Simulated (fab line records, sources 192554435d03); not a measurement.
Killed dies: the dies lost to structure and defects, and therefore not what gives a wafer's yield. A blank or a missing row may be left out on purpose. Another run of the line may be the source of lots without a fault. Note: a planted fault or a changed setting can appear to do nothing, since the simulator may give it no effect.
Chamber matching | flow n5 finfet | N5_FIN_SAQP_MANDREL_ETCH_22 on rie si-02: 4 sister chambers
The step etches a-Si in HBr/Cl2, stops on SiNx, target depth 60 nm, bt time 10 s, time 30 s. 30 wafers are shown with their chamber, then 12 later ones without.

## WAFERS, EACH WITH ITS CHAMBER
wafer  | chamber | drypump motor current A (A) | throttle valve pct (%) | oes product au (a.u.)
L075.2 | 1       | 5.6                         | 35.36                  | 0.751
L075.4 | 3       | 5.4                         | 35.80                  | 0.780
L075.5 | 1       | 5.6                         | 35.37                  | 0.761
L076.2 | 3       | 5.4                         | 35.83                  | 0.768
L076.3 | 2       | 5.8                         | 35.41                  | 0.768
L076.5 | 3       | 5.4                         | 35.80                  | 0.774
L077.1 | 2       | 5.8                         | 35.41                  | 0.772
L077.2 | 0       | 4.8                         | 35.37                  | 0.774
L077.4 | 3       | 5.4                         | 35.82                  | 0.779
L078.1 | 0       | 4.8                         | 35.36                  | 0.781
L078.2 | 1       | 5.6                         | 35.38                  | 0.771
L078.4 | 3       | 5.4                         | 35.78                  | 0.780
L079.1 | 3       | 5.5                         | 35.82                  | 0.776
L079.4 | 1       | 5.6                         | 35.36                  | 0.765
L079.6 | 2       | 5.8                         | 35.39                  | 0.781
L080.2 | 2       | 5.8                         | 35.39                  | 0.778
L080.3 | 0       | 4.8                         | 35.37                  | 0.788
L080.4 | 3       | 5.4                         | 35.81                  | 0.774
L081.3 | 0       | 4.8                         | 35.40                  | 0.764
L081.4 | 1       | 5.6                         | 35.37                  | 0.773
L081.6 | 0       | 4.8                         | 35.39                  | 0.780
L082.3 | 2       | 5.8                         | 35.41                  | 0.765
L082.4 | 1       | 5.6                         | 35.37                  | 0.755
L082.6 | 2       | 5.8                         | 35.38                  | 0.781
L084.1 | 0       | 4.8                         | 35.38                  | 0.774
L084.3 | 3       | 5.4                         | 35.82                  | 0.761
L084.5 | 3       | 5.4                         | 35.80                  | 0.780
L085.2 | 0       | 4.8                         | 35.35                  | 0.778
L085.4 | 2       | 5.8                         | 35.38                  | 0.779
L085.6 | 1       | 5.6                         | 35.35                  | 0.770

SIGNATURES (means of the wafers above)
reading                 | chamber 0 | chamber 1 | chamber 2 | chamber 3 | scatter within a chamber
drypump motor current A | 4.800     | 5.600     | 5.800     | 5.411     | 0.0185
throttle valve pct      | 35.3743   | 35.3657   | 35.3957   | 35.8089   | 0.0144
oes product au          | 0.77700   | 0.76371   | 0.77486   | 0.77467   | 0.00721
Rule: distance of a wafer from a chamber = root of the sum over the readings of ((wafer's reading minus chamber's mean) / reading's scatter) squared. If the next closest chamber is less than 2 further off than the closest, the wafer can't be placed; otherwise it belongs to the closest. The scatter: the root of (the sum of the squares of (reading less its chamber's mean) over the shown wafers, divided by (wafers less chambers)).

## WAFERS MISSING THEIR CHAMBER
wafer  | drypump motor current A (A) | throttle valve pct (%) | oes product au (a.u.)
L086.1 | 5.8                         | 35.43                  | 0.761
L086.2 | 5.4                         | 35.82                  | 0.777
L086.3 | 5.6                         | 35.39                  | 0.753
L087.1 | 5.6                         | 35.42                  | 0.750
L087.2 | 5.4                         | 35.83                  | 0.768
L087.5 | 5.4                         | 35.83                  | 0.769
L096.1 | 5.8                         | 35.39                  | 0.778
L096.3 | 5.5                         | 35.37                  | 0.759
L096.4 | 4.8                         | 35.37                  | 0.777
L097.1 | 5.6                         | 35.37                  | 0.770
L097.3 | 4.8                         | 35.37                  | 0.784
L097.6 | 5.4                         | 35.80                  | 0.783

## WHICH CHAMBER EACH WENT THROUGH
wafer  | from the rows above | in truth
L086.1 | 2                   | 2
L086.2 | 3                   | 3
L086.3 | 1                   | 1
L087.1 | 1                   | 1
L087.2 | 3                   | 3
L087.5 | 3                   | 3
L096.1 | 2                   | 2
L096.3 | 1                   | 1
L096.4 | 0                   | 0
L097.1 | 1                   | 1
L097.3 | 0                   | 0
L097.6 | 3                   | 3
12 of 12 placed correctly. Can't be placed from these rows: 0. Placed wrongly: 0.
